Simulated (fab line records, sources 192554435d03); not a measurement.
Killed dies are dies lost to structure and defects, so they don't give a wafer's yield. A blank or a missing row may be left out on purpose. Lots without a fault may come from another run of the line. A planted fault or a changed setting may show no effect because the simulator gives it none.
Tool commonality check | flow n5_finfet | 10 lots, 30 wafers sampled

WHY IT WAS OPENED
At N5_BEOL_M14_CD_MEAS_10 the reading cd_nm is flagged on 2 of 10 lots. Wafers without a fault read 250.3 nm, standard deviation 1.9.
Rule: a lot is flagged when every wafer of it that has a number lies more than 4 standard deviations from that mean, or none has a number. The other lots count as sound.

lot  | measured     | on        | cd_nm (nm), wafer by wafer | flag
L863 | day 10 14:07 | cd_sem-02 | 248.1 248.7 248.0          |
L866 | day 11 16:08 | cd_sem-02 | 251.4 251.6 253.7          |
L865 | day 11 17:11 | cd_sem-02 | 251.5 247.4 250.0          |
L868 | day 11 21:31 | cd_sem-01 | 248.1 246.7 248.7          |
L869 | day 12 03:02 | cd_sem-02 | 251.6 248.1 251.1          |
L870 | day 12 10:50 | cd_sem-02 | 250.2 252.5 250.7          |
L875 | day 14 17:37 | cd_sem-02 | 253.1 253.1 252.9          |
L881 | day 15 22:20 | cd_sem-01 | 237.7 237.9 235.2          | FLAGGED
L884 | day 16 01:25 | cd_sem-03 | 248.2 250.0 249.0          |
L883 | day 16 14:01 | cd_sem-01 | 239.9 238.4 240.7          | FLAGGED
The numbers of the flagged lots are 238.3 nm on average: -12.0 nm against the usual, or -6 standard deviations.

WHICH TOOL RAN EACH LOT
The record holds 4 process steps before the reading, out of a route of 1938 steps. In each cell: the tool, then ch and the chambers that the sampled wafers went through, then the start.
lot  | flag    | N5_BEOL_M13_ETCH_38                | N5_BEOL_M13_PRE_CLEAN_42     | N5_BEOL_M13_DEP_53              | N5_BEOL_M14_EXPOSE_07
L863 |         | rie_diel-04 ch 0,3, day 10 11:06   | pvd_sputter-03, day 10 11:52 | pecvd-01 ch 0, day 10 13:16     | krf_scanner-02 ch 0, day 10 13:56
L866 |         | rie_diel-04 ch 1,2,3, day 11 13:44 | pvd_sputter-03, day 11 14:09 | pecvd-01 ch 0,1,2, day 11 15:18 | krf_scanner-02 ch 0, day 11 15:58
L865 |         | rie_diel-04 ch 1,3, day 11 13:55   | pvd_sputter-03, day 11 15:14 | pecvd-01 ch 0,2, day 11 16:22   | krf_scanner-01 ch 0, day 11 17:01
L868 |         | rie_diel-04 ch 2,3, day 11 16:58   | pvd_sputter-01, day 11 19:38 | pecvd-04 ch 0,2, day 11 20:46   | krf_scanner-02 ch 0, day 11 21:21
L869 |         | rie_diel-04 ch 1,3, day 12 00:25   | pvd_sputter-02, day 12 01:03 | pecvd-01 ch 0,2, day 12 02:17   | krf_scanner-01 ch 0, day 12 02:52
L870 |         | rie_diel-04 ch 0,3, day 12 08:16   | pvd_sputter-01, day 12 08:56 | pecvd-04 ch 0,1,2, day 12 10:05 | krf_scanner-02 ch 0, day 12 10:40
L875 |         | rie_diel-03 ch 0,2, day 14 15:21   | pvd_sputter-01, day 14 15:37 | pecvd-01 ch 1,2, day 14 16:52   | krf_scanner-01 ch 0, day 14 17:26
L881 | FLAGGED | rie_diel-05 ch 0,3, day 15 20:05   | pvd_sputter-03, day 15 20:34 | pecvd-01 ch 0,1,2, day 15 21:43 | krf_scanner-02 ch 0, day 15 22:10
L884 |         | rie_diel-03 ch 1,2,3, day 15 23:04 | pvd_sputter-02, day 15 23:32 | pecvd-03 ch 0,1,2, day 16 00:40 | krf_scanner-01 ch 0, day 16 01:14
L883 | FLAGGED | rie_diel-03 ch 0,1,3, day 16 11:37 | pvd_sputter-02, day 16 12:08 | pecvd-03 ch 0,2, day 16 13:16   | krf_scanner-02 ch 0, day 16 13:50
What these steps do:
- N5_BEOL_M13_ETCH_38: etches SiCN in CF4/N2, target depth 67.5 nm, time 71.9 s.
- N5_BEOL_M13_PRE_CLEAN_42: time 30 s.
- N5_BEOL_M13_DEP_53: deposits SiCN from 3MS/NH3, target thk 50 nm, time 17.8 s.
- N5_BEOL_M14_EXPOSE_07: exposes mask V13.
- N5_BEOL_M14_CD_MEAS_10: target cd 250 nm.

FLAGGED OVER TOTAL, TOOL BY TOOL (the gauges that took the reading come last)
step                     | tool           | lots run | flagged | share of the flagged lots | sound lots run after its first flagged lot
N5_BEOL_M13_ETCH_38      | rie_diel-03    | 3        | 1       | some                      | 0
N5_BEOL_M13_ETCH_38      | rie_diel-04    | 6        | 0       | none                      | -
N5_BEOL_M13_ETCH_38      | rie_diel-05    | 1        | 1       | some                      | 0
N5_BEOL_M13_PRE_CLEAN_42 | pvd_sputter-01 | 3        | 0       | none                      | -
N5_BEOL_M13_PRE_CLEAN_42 | pvd_sputter-02 | 3        | 1       | some                      | 0
N5_BEOL_M13_PRE_CLEAN_42 | pvd_sputter-03 | 4        | 1       | some                      | 0
N5_BEOL_M13_DEP_53       | pecvd-01       | 6        | 1       | some                      | 0
N5_BEOL_M13_DEP_53       | pecvd-03       | 2        | 1       | some                      | 0
N5_BEOL_M13_DEP_53       | pecvd-04       | 2        | 0       | none                      | -
N5_BEOL_M14_EXPOSE_07    | krf_scanner-01 | 4        | 0       | none                      | -
N5_BEOL_M14_EXPOSE_07    | krf_scanner-02 | 6        | 2       | all                       | 0
N5_BEOL_M14_CD_MEAS_10   | cd_sem-01      | 3        | 2       | all                       | 0
N5_BEOL_M14_CD_MEAS_10   | cd_sem-02      | 6        | 0       | none                      | -
N5_BEOL_M14_CD_MEAS_10   | cd_sem-03      | 1        | 0       | none                      | -

WHAT THE TABLE ALLOWS
2 rows of the table ran every flagged lot: krf_scanner-02 at N5_BEOL_M14_EXPOSE_07, cd_sem-01 at N5_BEOL_M14_CD_MEAS_10.
- krf_scanner-02 at N5_BEOL_M14_EXPOSE_07: 2 of its 6 lots flagged. Its last sound lot is L870 (day 12 10:40), its first flagged lot L881 (day 15 22:10): a fault that began between those two fits. Its own readings lie more than 4 standard deviations out on every wafer of the flagged lots: exposure_dose_mJ_cm2.
- cd_sem-01 at N5_BEOL_M14_CD_MEAS_10: 2 of its 3 lots flagged. Its last sound lot is L868 (day 11 21:31), its first flagged lot L881 (day 15 22:20): a fault that began between those two fits.
Counting lots can't tell these 2 tools apart, because each fits a fault that began at some hour. More lots, or a look at what each step does to the wafer, might.

WHAT THE SIMULATOR HAD PUT IN
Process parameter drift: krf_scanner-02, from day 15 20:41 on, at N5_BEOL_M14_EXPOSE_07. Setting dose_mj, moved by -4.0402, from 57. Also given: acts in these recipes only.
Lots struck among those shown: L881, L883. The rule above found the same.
